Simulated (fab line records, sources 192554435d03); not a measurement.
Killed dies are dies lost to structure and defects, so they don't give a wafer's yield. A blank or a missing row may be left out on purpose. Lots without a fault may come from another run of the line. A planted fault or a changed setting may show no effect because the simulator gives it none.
fab line records | flow n5_finfet
record lots=9 wafers=27 last_day=18
route steps=1938 shown ZERO_LAYER@16 WELL_APT@28 PMOS_HMC_CHANNEL_EPI@57 BEOL_M4@1111 PASSIVATION@1936
lots that met no fault: from a run of the same line without faults
start_h: hours from the record's first day to the start of the lot's first wafer shown | wait_h: hours since the lot's step before | " the same as in the row above | L1.1+2: a row that stands for several wafers | - no value, or no start given | * or withheld: withheld | < > ~ a bound
route shown NAME@n: a module of which the file shows steps, and the number in the route of the first | usual: mean/standard deviation of fault-free wafers | same: alike in all rows | chamber/n: place in a boat | sites: the reading at each site | _std_site: their standard deviation | _edge_site: outer sites' mean less inner sites' | radius_mm: how far each site lies from the wafer's centre | mask NAME#n: copy n | behind: the tool/chamber that last shaped the wafer | hold: why the lot was held/for how many hours/how that ended | device: the transistor (n, p or np) that didn't switch | end of line: the same wafers' tests at the end of the route | a step without rows: its recipe alone | killed: dies lost to structure and defects at the first sort, not the wafer's yield | map: a wafer's dies, x killed, . not, _ none there
set.NAME: the setting as run; set.NAME@STEP: as run at that earlier step | model.NAME: the simulator's own value behind a step, which no gauge read
steps of the route over a sample of lots; a table a step, a row a wafer
services: from which hour (start_h, from the record's first day; less than 0 if before it) a tool's chamber was out of use, for how many hours, and why
## steps
# step N5_ZERO_LAYER_ETCH_18
# recipe chemistry=HBr/Cl2 target=Si target_depth_a=1200 time_s=40 pressure_mtorr=10 icp_w=800 bias_w=75 HBr_flow_sccm=150 Cl2_flow_sccm=80
# usual drypump_motor_current_A=5.9/0.44 oes_product_au=1.004/0.013 throttle_valve_pct=36.1/0.31
# columns lot.wafer tool chamber start_h wait_h drypump_motor_current_A oes_product_au rf_hours_counter_h throttle_valve_pct
L979.1 rie_si-02 3 24.79 0.0 5.4 1.023 43 35.7
L979.3 " 0 " " 5.9 1.020 14 35.8
L979.6 " 3 " " 5.4 1.020 - 35.7
L980.1 rie_si-05 2 31.23 0.0 6.1 1.007 80 36.4
L980.3 " 1 " " 5.6 1.025 42 36.0
L980.5 " 3 " " 5.0 1.002 - 36.1
L981.2 rie_si-03 3 37.98 0.0 6.6 0.989 111 35.6
L981.4 " 0 " " 5.6 1.006 194 36.0
L981.5 " 1 " " 5.8 0.986 - 36.5
L982.3 rie_si-03 2 42.88 0.0 6.4 1.015 20 36.2
L982.4 " 3 " " 6.6 0.998 111 35.6
L982.6 " 3 " " 6.6 0.998 - 35.6
L988.3 rie_si-02 3 78.80 0.0 5.4 1.017 44 35.7
L988.5 " 0 " " 5.9 1.024 - 35.8
L988.6 " 3 " " 5.4 1.011 - 35.7
L993.1 rie_si-03 2 108.91 0.0 6.4 1.015 21 36.2
L993.5 " 3 " " 6.6 0.982 - 35.6
L993.6 " 2 " " 6.4 1.021 - 36.2
L994.2 rie_si-02 1 114.79 0.0 6.0 0.980 23 36.3
L994.4 " 3 " " 5.3 1.019 45 35.7
L994.6 " 1 " " 6.0 0.989 - 36.3
L999.1 rie_si-02 1 144.91 0.0 6.0 0.980 23 36.3
L999.2 " 2 " " 5.9 1.001 56 36.5
L999.3 " 0 " " 5.9 1.021 16 35.8
L100.1 rie_si-03 2 150.79 0.0 6.4 1.017 22 36.2
L100.4 " 1 " " 5.8 0.987 - 36.5
L100.5 " 2 " " 6.4 1.019 - 36.2
# step N5_WELL_APT_CD_MEAS_08
# recipe target_cd_nm=200 landing_energy_ev=500 detector=se_inlens
# usual cd_nm=200.4/2
# columns lot.wafer tool chamber start_h wait_h cd_nm
L979.1 cd_sem-03 0 25.56 - 198.5
L979.3 " 0 " " 200.5
L979.6 " 0 " " 199.1
L980.1 cd_sem-01 0 32.00 - 199.6
L980.3 " 0 " " 198.7
L980.5 " 0 " " 198.3
L981.2 cd_sem-02 0 38.75 - 198.2
L981.4 " 0 " " 199.4
L981.5 " 0 " " 202.4
L982.3 cd_sem-02 0 43.65 - 200.2
L982.4 " 0 " " 200.5
L982.6 " 0 " " 199.5
L988.3 cd_sem-02 0 79.70 - 201.3
L988.5 " 0 " " 201.9
L988.6 " 0 " " 201.2
L993.1 cd_sem-01 0 109.68 - 200.3
L993.5 " 0 " " 200.7
L993.6 " 0 " " 199.9
L994.2 cd_sem-01 0 115.56 - 199.0
L994.4 " 0 " " 197.7
L994.6 " 0 " " 202.3
L999.1 cd_sem-01 0 145.68 - 201.2
L999.2 " 0 " " 199.9
L999.3 " 0 " " 201.0
L100.1 cd_sem-02 0 151.56 - 199.3
L100.4 " 0 " " 202.1
L100.5 " 0 " " 199.6
# step N5_PMOS_HMC_CHANNEL_EPI_HM_DEP_34
# recipe material=SiO2 target_thk_a=360 temp_c=400 precursor=TEOS/O2 pressure_torr=6.5 rf_w=900 teos_flow_sccm=161.4 gas=O2 flow_sccm=2650 time_s=6.9
# usual chamber_pressure_Torr=6.501/0.015 heater_power_w=613/96 showerhead_plenum_p_Torr=8.33/0.041 throttle_valve_pct=18.2/0.94
# columns lot.wafer tool chamber start_h wait_h chamber_pressure_Torr heater_power_w showerhead_plenum_p_Torr throttle_valve_pct
L979.1 pecvd-04 1 28.77 0.0 6.492 656 8.37 17.5
L979.3 " 1 " " 6.473 670 8.38 17.7
L979.6 " 1 " " 6.465 673 8.37 17.9
L980.1 pecvd-03 2 35.75 0.0 6.499 710 8.38 17.3
L980.3 " 0 " " 6.514 799 8.27 18.8
L980.5 " 1 " " 6.503 579 8.28 18.7
L981.2 pecvd-01 1 42.12 0.1 6.505 472 8.31 20.0
L981.4 " 1 " " 6.511 491 8.31 19.9
L981.5 " 1 " " 6.521 475 8.31 19.9
L982.3 pecvd-01 0 46.91 0.0 6.503 689 8.35 17.3
L982.4 " 1 " " 6.500 539 8.32 19.8
L982.6 " 1 " " 6.501 531 8.32 19.6
L988.3 pecvd-04 0 83.29 0.0 6.488 663 8.28 17.0
L988.5 " 2 " " 6.518 419 8.36 17.5
L988.6 " 1 " " 6.470 538 8.36 17.7
L993.1 pecvd-04 1 113.14 0.0 6.502 629 8.38 17.9
L993.5 " 1 " " 6.506 623 8.38 17.8
L993.6 " 0 " " 6.503 635 8.27 17.2
L994.2 pecvd-04 0 118.72 0.0 6.494 563 8.29 17.2
L994.4 " 1 " " 6.468 644 8.38 17.8
L994.6 " 0 " " 6.485 577 8.29 17.6
L999.1 pecvd-01 0 149.02 0.0 6.518 642 8.34 17.6
L999.2 " 2 " " 6.496 442 8.36 18.8
L999.3 " 1 " " 6.503 568 8.31 20.0
L100.1 pecvd-01 0 157.40 0.0 6.495 687 8.33 17.6
L100.4 " 0 " " 6.506 685 8.34 17.4
L100.5 " 1 " " 6.499 540 8.33 19.8
# step N5_PMOS_HMC_CHANNEL_EPI_INSPECT_11
# recipe mode=adi inspect_instrument=macro
# usual raw_defect_count=2.1/1.5
# columns lot.wafer tool chamber start_h wait_h raw_defect_count
L979.1 defect_inspect-01 - 29.25 0.0 3
L979.3 " - " " 4
L979.6 " - " " 2
L980.1 defect_inspect-01 - 36.09 0.0 0
L980.3 " - " " 5
L980.5 " - " " 1
L981.2 defect_inspect-01 - 42.62 0.0 2
L981.4 " - " " 5
L981.5 " - " " 2
L982.3 defect_inspect-01 - 47.37 0.0 3
L982.4 " - " " 2
L982.6 " - " " 2
L988.3 defect_inspect-01 - 83.62 0.0 4
L988.5 " - " " 2
L988.6 " - " " 2
L993.1 defect_inspect-01 - 113.47 0.0 4
L993.5 " - " " 2
L993.6 " - " " 1
L994.2 defect_inspect-01 - 119.18 0.0 244
L994.4 " - " " 1
L994.6 " - " " >300
L999.1 defect_inspect-02 - 149.48 0.0 2
L999.2 " - " " 1
L999.3 " - " " 2
L100.1 defect_inspect-01 - 157.73 0.0 3
L100.4 " - " " 9
L100.5 " - " " 5
# step N5_PMOS_HMC_CHANNEL_EPI_ETCH_38
# recipe chemistry=CF4 target=SiO2 target_depth_a=15 ion_energy_ev=350 pressure_mtorr=10 icp_w=800 bias_w=400 cf4_flow_sccm=80
# usual drypump_motor_current_A=5.6/0.45 oes_product_au=0.988/0.019 throttle_valve_pct=21.91/0.25
# columns lot.wafer tool chamber start_h wait_h drypump_motor_current_A oes_product_au rf_hours_counter_h throttle_valve_pct
L979.1 rie_si-04 0 29.72 0.0 5.9 1.004 146 22.12
L979.3 " 2 " " 5.1 0.959 125 21.84
L979.6 " 0 " " 5.9 1.003 - 22.13
L980.1 rie_si-06 1 36.83 0.0 5.6 0.991 137 21.36
L980.3 " 0 " " 5.8 1.012 115 22.17
L980.5 " 3 " " 6.7 0.978 - 21.86
L981.2 rie_si-01 0 43.10 0.0 5.5 0.959 28 21.88
L981.4 " 3 " " 5.1 1.004 168 22.22
L981.5 " 0 " " 5.5 0.956 - 21.89
L982.3 rie_si-01 3 48.01 0.0 5.1 0.987 168 22.22
L982.4 " 1 " " 5.2 0.992 59 22.24
L982.6 " 2 " " 5.8 0.992 - 21.61
L988.3 rie_si-01 1 84.09 0.0 5.2 0.972 60 22.24
L988.5 " 1 " " 5.2 0.976 - 22.26
L988.6 " 0 " " 5.5 0.943 - 21.88
L993.1 rie_si-06 0 114.05 0.0 5.8 0.999 116 22.18
L993.5 " 2 " " 5.7 0.967 - 21.67
L993.6 " 3 " " 6.7 0.986 - 21.86
L994.2 rie_si-06 1 119.65 0.0 5.6 1.005 138 21.35
L994.4 " 0 " " 5.8 0.990 116 22.15
L994.6 " 0 " " 5.8 1.006 - 22.16
L999.1 rie_si-04 1 149.95 0.0 5.5 1.009 68 21.70
L999.2 " 0 " " 5.9 1.006 148 22.12
L999.3 " 3 " " 6.1 0.999 135 21.98
L100.1 rie_si-04 3 158.21 0.0 6.1 0.998 135 21.97
L100.4 " 0 " " 5.9 1.002 148 22.12
L100.5 " 2 " " 5.1 0.965 - 21.84
# step N5_BEOL_M4_RC_MEAS_101
# usual DIBL_N=35.4/2.1 DIBL_P=34.8/2.6 IOFF_N=0.15/0.037 IOFF_P=0.19/0.037 ION_N=677/16 ION_P=462/9.3 SS_N=71.4/0.75 SS_P=72.9/0.77 VT_N=250/3.7 VT_P=-251/3.5
# columns lot.wafer tool chamber start_h wait_h DIBL_N[mV/V] DIBL_P[mV/V] IOFF_N[nA/um] IOFF_P[nA/um] ION_N[uA/um] ION_P[uA/um] SS_N[mV/dec] SS_P[mV/dec] VT_N[mV] VT_P[mV]
L979.1 prober-01 0 197.97 0.0 35.3 35.4 0.15 0.19 690 464 71.8 73.3 245 -253
L979.3 " 0 " " 36.9 36.0 0.16 0.18 677 453 71.4 72.7 250 -255
L979.6 " 0 " " 31.4 29.3 0.09 0.12 657 449 70.0 71.3 256 -259
L980.1 prober-02 0 198.45 0.2 34.7 35.4 0.15 0.18 697 463 70.7 72.6 249 -256
L980.3 " 0 " " 31.1 31.0 0.09 0.13 665 461 70.3 71.1 256 -256
L980.5 " 0 " " 35.3 35.7 0.14 0.19 679 464 71.1 72.5 249 -252
L981.2 prober-02 0 200.94 0.2 39.0 37.7 0.24 0.23 679 456 72.0 74.2 245 -248
L981.4 " 0 " " 32.9 31.1 0.12 0.15 672 463 70.8 72.4 255 -252
L981.5 " 0 " " 37.2 35.9 0.20 0.21 688 465 72.7 73.9 245 -248
L982.3 prober-02 0 204.45 0.3 35.6 35.9 0.15 0.20 677 461 71.1 73.5 253 -249
L982.4 " 0 " " 33.2 32.4 0.11 0.14 669 459 70.3 71.7 255 -254
L982.6 " 0 " " 32.8 32.0 0.11 0.15 647 454 71.4 72.9 253 -253
L988.3 prober-02 0 251.52 0.3 34.3 34.2 0.13 0.17 660 454 71.3 71.9 251 -253
L988.5 " 0 " " 39.5 41.3 0.25 0.31 712 480 72.6 74.3 242 -243
L988.6 " 0 " " 32.7 31.6 0.11 0.14 669 457 70.9 72.1 253 -254
L994.2 prober-01 0 269.96 0.2 33.1 32.2 0.11 0.15 662 448 69.8 71.9 252 -255
L994.4 " 0 " " 32.3 31.9 0.11 0.15 682 472 70.4 73.0 253 -253
L994.6 " 0 " " 33.5 33.4 0.13 0.16 668 456 71.0 72.7 251 -251
L993.1 prober-01 0 278.83 0.0 37.6 37.1 0.17 0.22 678 467 71.9 73.8 248 -246
L993.5 " 0 " " 35.6 36.4 0.13 0.20 662 464 71.2 72.4 254 -250
L993.6 " 0 " " 38.4 37.6 0.22 0.24 669 460 72.4 73.7 249 -248
L100.1 prober-02 0 326.03 0.0 38.0 40.0 0.22 0.26 710 477 72.6 73.7 242 -247
L100.4 " 0 " " 36.1 37.1 0.18 0.23 701 476 71.7 73.3 247 -250
L100.5 " 0 " " 36.0 36.9 0.17 0.21 689 467 71.4 73.6 246 -250
L999.1 prober-01 0 327.31 0.0 35.5 35.0 0.15 0.23 676 468 71.7 73.1 254 -243
L999.2 " 0 " " 32.7 31.9 0.11 0.18 672 472 70.3 71.7 254 -247
L999.3 " 0 " " 35.4 36.6 0.16 0.25 688 474 71.5 72.9 249 -244
# step N5_PASSIVATION_PROBE_49
# usual defect_limited_yield=90.5/1.7 killed_at_M0_to_M3=37/12 killed_at_M4_up=14/5.2 killed_at_contacts=12/5.9 killed_at_front_end=45/14 killed_at_other=3.5/2.8 killed_dies=112/21 killed_on_rim=15/4.5 killed_open=73/15 killed_short=36/8.9 sort_bin_5_function=5.6/1.2 sort_bin_6_memory=3.5/0.68 sort_bin_8_speed=0.01/0.1 sort_n_pass=1068/21 sort_yield_pct=90.5/1.8
# same gross_dies=1180 killed_at_back_side=0 sort_bin_4_leakage[%]=0
# columns lot.wafer tool chamber start_h wait_h defect_limited_yield[%] killed_at_M0_to_M3 killed_at_M4_up killed_at_contacts killed_at_front_end killed_at_other killed_dies killed_on_rim killed_open killed_short sort_bin_5_function[%] sort_bin_6_memory[%] sort_bin_8_speed[%] sort_n_pass sort_yield_pct[%]
L980.1 prober-01 - 307.87 0.0 92.2 23 9 12 42 6 92 12 58 31 4.3 2.8 0 1088 92.2
L980.3 prober-01 - 307.97 0.1 91.9 34 14 15 32 0 95 8 55 37 5.3 2.4 0 1085 91.9
L980.5 prober-01 - 308.07 0.2 90.4 38 18 17 34 6 113 18 78 28 5.3 3.8 0 1067 90.4
L994.2 prober-01 - 379.66 0.4 84.4 27 27 16 113 1 184 31 80 39 10.2 4.1 0 996 84.4
L994.4 prober-01 - 379.76 0.5 89.5 28 17 17 60 2 124 15 75 44 6.2 3.7 0 1056 89.5
L994.6 prober-01 - 379.86 0.6 82.9 62 7 15 117 1 202 23 78 43 11.4 4.1 0 978 82.9
# killed by level:class
L980.1 MOL_CONTACT_COAG:geometric_particle:open=11 DUMMY_GATE:geometric_particle:open=7 FIN_SAQP:geometric_particle:open=5 STI_FIN_REVEAL:geometric_particle:open=5 GATE_CUT:geometric_particle:open=5 GATE_CUT:geometric_particle:short=5 BEOL_M0_SAQP:geometric_particle:open=5 FIN_SAQP:geometric_particle:short=4
L980.3 MOL_CONTACT_COAG:geometric_particle:open=11 BEOL_M0_SAQP:geometric_particle:short=9 BEOL_M0_SAQP:geometric_particle:open=7 BEOL_M4:geometric_particle:open=7 ILD0:geometric_particle:short=6 FIN_SAQP:geometric_particle:short=5 STI_FIN_REVEAL:geometric_particle:open=5 BEOL_M1:geometric_particle:open=5
L980.5 MOL_CONTACT_COAG:geometric_particle:open=15 BEOL_M0_SAQP:geometric_particle:open=10 BEOL_M2:geometric_particle:open=7 STI_FIN_REVEAL:geometric_particle:open=6 DUMMY_GATE:geometric_particle:open=6 BEOL_M0_SAQP:geometric_particle:short=6 BEOL_M3:geometric_particle:open=5 PAD_METAL:geometric_particle:open=5
L994.2 PMOS_HMC_CHANNEL_EPI:unspecified=62 STI_FIN_REVEAL:geometric_particle:open=16 BEOL_M4:geometric_particle:open=13 MOL_CONTACT_COAG:geometric_particle:open=12 FIN_SAQP:geometric_particle:short=8 DUMMY_GATE:geometric_particle:open=8 BEOL_M1:geometric_particle:open=5 BEOL_M5:geometric_particle:open=5
L994.4 FIN_SAQP:geometric_particle:open=12 MOL_CONTACT_COAG:geometric_particle:open=12 BEOL_M4:geometric_particle:open=7 FIN_SAQP:geometric_particle:short=6 BEOL_M0_SAQP:geometric_particle:short=6 STI_FIN_REVEAL:geometric_particle:open=5 MOL_CONTACT_COAG:geometric_particle:short=5 BEOL_M4:geometric_particle:short=5
L994.6 PMOS_HMC_CHANNEL_EPI:unspecified=79 BEOL_M0_SAQP:geometric_particle:open=26 BEOL_M0_SAQP:geometric_particle:short=17 MOL_CONTACT_COAG:geometric_particle:open=12 FIN_SAQP:geometric_particle:short=11 FIN_SAQP:geometric_particle:open=10 BEOL_M1:geometric_particle:open=5 STARTING-WAFER:geometric_particle:open=5
## services
# columns tool chamber start_h hours kind
rie_si-04 1 17.06 1.2 repair
rie_si-02 - 17.58 0.6 repair
pecvd-04 2 21.12 - clean
pecvd-04 2 21.12 - consumable_replace:showerhead
pecvd-04 2 21.12 29.0 scheduled_down
pecvd-04 2 21.12 29.0 vent_cycle
rie_si-06 - 30.86 3.4 repair
pecvd-03 - 32.50 1.1 repair
pecvd-01 2 38.30 15.3 repair
pecvd-01 0 40.09 5.5 scheduled_down
pecvd-03 - 43.01 0.8 repair
rie_si-06 - 48.18 0.7 repair
rie_si-04 - 52.54 0.4 repair
pecvd-03 1 63.29 16.5 scheduled_down
pecvd-04 0 75.24 - calibration
pecvd-04 0 89.36 5.5 scheduled_down
rie_si-04 - 98.68 2.8 pm
pecvd-03 1 100.30 5.0 scheduled_down
rie_si-04 2 120.20 5.0 repair
pecvd-03 1 126.16 5.5 scheduled_down
pecvd-04 0 136.78 13.9 repair
rie_si-03 0 145.19 2.3 repair
rie_si-06 3 152.88 15.1 repair
## key
first_sign step=N5_PMOS_HMC_CHANNEL_EPI_INSPECT_11 reading=raw_defect_count direction=up sigmas=99+ usual=2.1 struck=>272
effect step=N5_PASSIVATION_PROBE_49 reading=killed_at_front_end direction=up sigmas=5 usual=45 struck=115
more_kills_born_at N5_PMOS_HMC_CHANNEL_EPI_HM_DEP_34@pecvd-04=141
met_at N5_PMOS_HMC_CHANNEL_EPI_HM_DEP_34
struck_lots L994
struck_wafers L994.2,L994.6
not_acting_at N5_ZERO_LAYER_ETCH_18,N5_WELL_APT_CD_MEAS_08,N5_PMOS_HMC_CHANNEL_EPI_ETCH_38
onset_between 113.14 118.72
fault kind=chamber_particle_source tool=pecvd-04 chamber=0 onset_h=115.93 steps=N5_PMOS_HMC_CHANNEL_EPI_HM_DEP_34 rate_per_visit_cm2=0.40359 end_h=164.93
